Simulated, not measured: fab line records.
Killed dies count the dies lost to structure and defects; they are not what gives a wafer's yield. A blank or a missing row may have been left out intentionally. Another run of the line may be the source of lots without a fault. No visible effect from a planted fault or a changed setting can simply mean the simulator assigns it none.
Matching of chambers | flow nand harc | NHARC_A_STAIRCASE_TRIM_20 on rie diel-02 has 4 sister chambers
The step chemistry O2, time 211.2 s. 20 wafers are shown with their chamber, then 10 later ones without.

WAFERS PAIRED WITH THEIR CHAMBERS
wafer  | chamber | drypump motor current A (A) | showerhead plenum p Torr (Torr) | throttle valve pct (%)
L077.4 | 2       | 6.0                         | 3.49                            | 17.031
L077.5 | 3       | 5.2                         | 3.75                            | 17.046
L077.6 | 0       | 5.2                         | 3.63                            | 17.040
L076.1 | 3       | 5.2                         | 3.75                            | 17.048
L076.2 | 2       | 6.0                         | 3.49                            | 17.030
L076.5 | 1       | 5.3                         | 3.74                            | 17.038
L079.2 | 0       | 5.3                         | 3.62                            | 17.045
L079.4 | 3       | 5.2                         | 3.75                            | 17.051
L079.5 | 2       | 6.0                         | 3.49                            | 17.027
L081.2 | 2       | 6.0                         | 3.49                            | 17.036
L081.5 | 1       | 5.3                         | 3.74                            | 17.022
L081.6 | 2       | 6.0                         | 3.49                            | 17.032
L083.1 | 1       | 5.3                         | 3.73                            | 17.036
L083.2 | 0       | 5.3                         | 3.62                            | 17.032
L083.3 | 2       | 6.0                         | 3.48                            | 17.035
L085.1 | 1       | 5.3                         | 3.73                            | 17.027
L085.3 | 2       | 6.0                         | 3.48                            | 17.033
L085.4 | 0       | 5.3                         | 3.62                            | 17.036
L086.1 | 0       | 5.3                         | 3.62                            | 17.028
L086.2 | 2       | 6.0                         | 3.48                            | 17.034

SIGNATURES, as means of the wafers listed above
reading                  | chamber 0 | chamber 1 | chamber 2 | chamber 3 | scatter within a chamber
drypump motor current A  | 5.280     | 5.300     | 6.000     | 5.200     | 0.0224
showerhead plenum p Torr | 3.6220    | 3.7350    | 3.4863    | 3.7500    | 0.00479
throttle valve pct       | 17.03620  | 17.03075  | 17.03225  | 17.04833  | 0.00512
Rule: a wafer's distance from a chamber is the root of the sum, over the readings, of the square of ((its reading less the chamber's mean) divided by the reading's scatter). If the next closest chamber is less than 2 further off than the closest, the wafer can't be placed; otherwise it belongs to the closest. The scatter is the square root of a quotient: the sum, over the shown wafers, of each reading's squared deviation from its chamber's mean, divided by wafers minus chambers.

WAFERS MISSING THEIR CHAMBER
wafer  | drypump motor current A (A) | showerhead plenum p Torr (Torr) | throttle valve pct (%)
L086.5 | 5.2                         | 3.74                            | 17.032
L088.1 | 6.0                         | 3.47                            | 17.034
L088.5 | 5.2                         | 3.73                            | 17.058
L088.6 | 5.3                         | 3.61                            | 17.027
L090.1 | 5.3                         | 3.73                            | 17.040
L090.4 | 5.2                         | 3.61                            | 17.024
L090.5 | 5.2                         | 3.73                            | 17.051
L096.1 | 5.3                         | 3.71                            | 17.052
L096.2 | 5.3                         | 3.60                            | 17.038
L096.6 | 6.0                         | 3.46                            | 17.046

WHICH CHAMBER EACH WENT THROUGH
wafer  | from the rows above     | in truth
L086.5 | can't be placed: 3 or 1 | 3
L088.1 | 2                       | 2
L088.5 | 3                       | 3
L088.6 | 0                       | 0
L090.1 | 1                       | 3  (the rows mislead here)
L090.4 | 0                       | 0
L090.5 | can't be placed: 3 or 1 | 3
L096.1 | 1                       | 1
L096.2 | 0                       | 0
L096.6 | 2                       | 2
Placed correctly: 7 of 10. Not placeable from these rows: 2 (in 2, the candidates include the true chamber). 1 placed wrongly.
